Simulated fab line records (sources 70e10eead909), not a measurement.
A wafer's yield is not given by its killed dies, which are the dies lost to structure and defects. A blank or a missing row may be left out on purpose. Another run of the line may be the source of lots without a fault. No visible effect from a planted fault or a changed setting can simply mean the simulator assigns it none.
fab line records | flow nand-harc
[record] lots = 7 wafers = 21 last-day = 33
route steps=1302 shown P_M2@349 P_BONDPAD@351
lots that met no fault: from a run of the same line without faults
start-h: hours from the record's opening day to when the first of the lot's shown wafers began | wait-h: hours elapsed since this lot's preceding step | " the same as in the row above | L1.1+2: a single row standing in for several wafers | - either no value or no given start | * or withheld: withheld | < > ~ a bound
route shown NAME@n: names a module that has steps shown in the file, with the first one's number in the route | usual: mean/standard deviation of fault-free wafers | same: alike in all rows | chamber/n: place in a boat | sites: readings site by site | _std_site: their standard deviation | _edge_site: the outer-site mean with the inner-site mean subtracted | radius-mm: how far each site lies from the wafer's centre | mask NAME#n: copy n | behind: the tool/chamber that last shaped the wafer | hold: why the lot was held/for how many hours/how that ended | device: names the non-switching transistor (n, p or np) | end of line: at the end of the route, the tests of the same wafers | a step without rows: its recipe alone | killed: the dies lost at the first sort to structure and to defects; this is not the yield of the wafer | map: a wafer's dies, x killed, . not, _ none there
set.NAME: setting as actually run; set.NAME@STEP: the setting as run at that earlier step | model.NAME: the simulator's own value behind a step, which no gauge read
lots seen at some steps along the route; tables by step, rows by wafer
services: when a tool's chamber went out of use (start-h, in hours from the record's first day, below 0 if earlier), for how many hours, and the reason
[[steps]]
[step NHARC_P_M2_PRE_CLEAN_32]
[recipe] time-s = 12 temp-c = 370 rf-power-w = 300 gas = NH3
[usual] heater-power-w = 605/84
// columns lot.wafer tool chamber start-h wait-h heater-power-w
L931.3 pecvd-04 2 250.65 0.1 760
L931.6 " 1 " " 642
L931.5 " 0 " " 792
L935.1 pecvd-03 1 295.57 0.1 597
L935.3 " 2 " " 526
L935.2 " 0 " " 607
L936.2 pecvd-03 2 303.43 0.1 548
L936.6 " 2 " " 550
L936.4 " 1 " " 524
L937.1 pecvd-03 2 310.50 0.1 531
L937.3 " 1 " " 618
L937.5 " 2 " " 525
L939.2 pecvd-04 2 339.11 0.1 713
L939.5 " 2 " " 718
L939.6 " 1 " " 589
L941.3 pecvd-02 0 355.34 0.1 653
L941.4 " 0 " " 641
L941.6 " 1 " " 536
L942.1 pecvd-03 1 360.56 0.1 532
L942.6 " 1 " " 525
L942.5 " 2 " " 519
[step NHARC_P_M2_DEP_33]
[recipe] target-thk-a = 300 temp-c = 370 target-thk-nm = 30 pressure-torr = 3 flow-sccm = 200 rf-w = 450 material = SiCN
[usual] heater-power-w = 556/82
// columns lot.wafer tool chamber start-h wait-h heater-power-w
L931.3 pecvd-04 2 250.76 0.1 688
L931.6 " 1 " " 521
L931.5 " 0 " " 772
L935.1 pecvd-03 1 295.65 0.1 459
L935.3 " 2 " " 483
L935.2 " 0 " " 507
L936.2 pecvd-03 2 303.51 0.1 479
L936.6 " 2 " " 472
L936.4 " 1 " " 495
L937.1 pecvd-03 2 310.58 0.1 445
L937.3 " 1 " " 520
L937.5 " 2 " " 430
L939.2 pecvd-04 2 339.19 0.1 616
L939.5 " 2 " " 617
L939.6 " 1 " " 555
L941.3 pecvd-02 0 355.45 0.1 613
L941.4 " 0 " " 608
L941.6 " 1 " " 560
L942.1 pecvd-03 1 360.67 0.1 533
L942.6 " 1 " " 539
L942.5 " 2 " " 534
[step NHARC_P_BONDPAD_DEP_00]
[recipe] target-thk-a = 2500 temp-c = 370 target-thk-nm = 250 pressure-torr = 3 flow-sccm = 200 rf-w = 450 material = SiCN
[usual] heater-power-w = 558/79
// columns lot.wafer tool chamber start-h wait-h heater-power-w
L931.3 pecvd-02 1 251.17 - 522
L931.6 " 0 " " 584
L931.5 " 2 " " 521
L935.1 pecvd-02 1 296.06 - 533
L935.2 " 2 " " 471
L935.3 " 0 " " 564
L936.2 pecvd-02 0 303.92 - 637
L936.4 " 1 " " 499
L936.6 " 0 " " 514
L937.3 pecvd-02 1 310.99 - 543
L937.1 " 2 " " 490
L937.5 " 2 " " 518
L939.2 pecvd-03 0 339.69 - 536
L939.5 " 1 " " 535
L939.6 " 2 " " 478
L941.3 pecvd-03 2 355.86 - 491
L941.4 " 1 " " 515
L941.6 " 2 " " 498
L942.1 pecvd-02 1 361.04 - 474
L942.5 " 1 " " 491
L942.6 " 2 " " 523
[step NHARC_P_BONDPAD_CMP_32]
[recipe] target-thk-nm = 200 material = SiCN
[usual] motor-current-A = 11.7/1.3 retaining-ring-pressure-frac = 1.000/0.005
// columns lot.wafer tool chamber start-h wait-h motor-current-A retaining-ring-pressure-frac
L931.3 cmp-04 3 251.56 - 11.3 0.988
L931.5 " 2 " " 11.3 1.002
L931.6 " 3 " " 11.6 0.993
L935.3 cmp-04 2 296.46 - 11.7 1.001
L935.1 " 3 " " 11.2 0.993
L935.2 " 0 " " 10.5 1.005
L936.2 cmp-03 3 304.46 0.5 9.8 1.001
L936.4 " 2 " " 12.3 0.998
L936.6 " 0 " " 10.6 0.991
L937.3 cmp-04 3 311.42 - 11.5 1.001
L937.1 " 0 " " 10.6 1.000
L937.5 " 3 " " 11.4 1.003
L939.2 cmp-01 3 340.06 - 11.4 1.007
L939.5 " 1 " " 11.4 0.998
L939.6 " 2 " " 12.5 1.015
L941.3 cmp-01 2 356.25 - 12.8 1.002
L941.4 " 0 " " 14.1 0.999
L941.6 " 2 " " 12.3 1.006
L942.1 cmp-03 3 361.47 - 9.4 0.996
L942.6 " 2 " " 12.7 0.994
L942.5 " 3 " " 9.6 0.996
[step NHARC_P_BONDPAD_THK_MEAS_33]
[recipe] thk-meas-gauge = ellipsometry
[usual] thk-nm = 200.3/1.9
// columns lot.wafer tool chamber start-h wait-h thk-nm
L931.3 film-metro-02 - 251.79 0.2 200.0
L931.5 " - " " 200.3
L931.6 " - " " 198.8
L935.1 film-metro-01 - 296.72 0.2 201.0
L935.2 " - " " 200.4
L935.3 " - " " 200.0
L936.2 film-metro-02 - 304.71 0.2 197.6
L936.4 " - " " 201.9
L936.6 " - " " 202.8
L937.1 film-metro-01 - 311.65 0.2 198.6
L937.3 " - " " 200.4
L937.5 " - " " 201.3
L939.2 film-metro-01 - 340.26 0.2 200.2
L939.5 " - " " 200.0
L939.6 " - " " 199.3
L941.3 film-metro-01 - 356.48 0.2 199.8
L941.4 " - " " 202.8
L941.6 " - " " 199.4
L942.1 film-metro-01 - 361.70 0.2 200.0
L942.5 " - " " 196.9
L942.6 " - " " 202.4
[step NHARC_P_BONDPAD_SRD_34]
[step NHARC_P_BONDPAD_DEHYDRATE_01]
[recipe] temp-c = 150 time-s = 120
[step NHARC_P_BONDPAD_HMDS_02]
[recipe] time-s = 30
[step NHARC_P_BONDPAD_COAT_36]
[recipe] temp-c = 200 time-s = 65
[step NHARC_P_BONDPAD_COAT_03]
[recipe] spin-rpm = 2000 resist-thk-nm = 600
[step NHARC_P_BONDPAD_SOFTBAKE_04]
[recipe] temp-c = 125 time-s = 70
[step NHARC_P_BONDPAD_EBR_05]
[step NHARC_P_BONDPAD_EXPOSE_06]
[recipe] na = 0.55 dose-mj = 37.06 mask-id = P_BPAD
[usual] exposure-dose-mJ-cm2 = 37.07/0.036 focus-offset-nm = 0.1/0.51 na = 0.55/0
// columns lot.wafer tool chamber start-h wait-h mask exposure-dose-mJ-cm2 focus-offset-nm na
L931.3 krf-scanner-01 0 252.21 - P_BPAD#0 36.99 0.8 0.55
L931.5 " 0 " " P_BPAD#0 37.03 0.5 0.55
L931.6 " 0 " " P_BPAD#0 37.05 0.0 0.55
L935.1 krf-scanner-02 - 297.13 - P_BPAD#0 - - -
L935.2 " - " " P_BPAD#0 - - -
L935.3 " - " " P_BPAD#0 - - -
L936.2 krf-scanner-02 - 305.00 - P_BPAD#0 - - -
L936.4 " - " " P_BPAD#0 - - -
L936.6 " - " " P_BPAD#0 - - -
L937.1 krf-scanner-02 - 311.94 - P_BPAD#0 - - -
L937.3 " - " " P_BPAD#0 - - -
L937.5 " - " " P_BPAD#0 - - -
L939.2 krf-scanner-02 0 340.68 - P_BPAD#0 37.06 -0.2 0.55
L939.5 " 0 " " P_BPAD#0 37.06 -0.2 0.55
L939.6 " 0 " " P_BPAD#0 37.05 0.5 0.55
L941.3 krf-scanner-02 0 356.78 - P_BPAD#0 37.06 0.3 0.55
L941.4 " 0 " " P_BPAD#0 37.05 0.3 0.55
L941.6 " 0 " " P_BPAD#0 37.07 0.1 0.55
L942.1 krf-scanner-02 0 361.98 - P_BPAD#0 37.09 0.0 0.55
L942.5 " 0 " " P_BPAD#0 37.15 0.4 0.55
L942.6 " 0 " " P_BPAD#0 37.11 0.8 0.55
[step NHARC_P_BONDPAD_PEB_07]
[recipe] peb-temp-c = 128 peb-time-s = 80
[[services]]
// columns tool chamber start-h hours kind
pecvd-02 - 227.45 13.0 pm
pecvd-02 0 227.45 13.0 vent-cycle
pecvd-02 1 227.45 13.0 vent-cycle
pecvd-02 2 227.45 13.0 vent-cycle
pecvd-02 0 240.45 - clean
cmp-03 - 244.37 1.5 repair
pecvd-02 0 252.44 8.4 repair
krf-scanner-01 - 263.96 1.4 repair
krf-scanner-02 - 266.00 4.0 pm
pecvd-04 - 269.02 13.0 pm
krf-scanner-02 - 285.02 0.5 repair
cmp-01 - 285.24 4.0 pm
cmp-03 - 295.01 4.0 pm
krf-scanner-02 - 301.03 2.0 repair
pecvd-02 2 302.02 4.3 repair
krf-scanner-02 - 303.79 0.4 repair
cmp-04 - 307.00 4.0 pm
pecvd-04 0 307.35 5.0 repair
krf-scanner-01 - 312.00 4.0 pm
cmp-01 - 319.00 0.9 repair
krf-scanner-01 - 324.27 1.0 repair
cmp-03 - 342.02 0.4 repair
pecvd-02 2 343.99 4.8 repair
pecvd-03 - 349.53 1.3 repair
[[key]]
[first-sign] step = NHARC_P_BONDPAD_EXPOSE_06 reading = tool-record direction = missing
effect none on later readings
met-at NHARC_P_BONDPAD_EXPOSE_06
struck-wafers L935.1,L935.2,L935.3,L936.2,L936.4,L936.6,L937.1,L937.3,L937.5
later-rows-left-out L935.1,L935.2,L935.3,L936.2,L936.4,L936.6,L937.1,L937.3,L937.5
sort-left-out L935.1,L935.2,L935.3,L936.2,L936.4,L936.6,L937.1,L937.3,L937.5
[fault] kind = skipped-step-whole tool = krf-scanner-02 chamber = - onset-h = 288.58 steps = NHARC_P_BONDPAD_EXPOSE_06 scope = struck-lots-only
// sort-left-out: the simulated sort isn't trusted on such a fault, so these wafers' sort isn't shown, and their yield isn't known
// later-rows-left-out: the simulator's readings of these wafers behind a module that went badly wrong aren't trusted and aren't shown, but for the sort
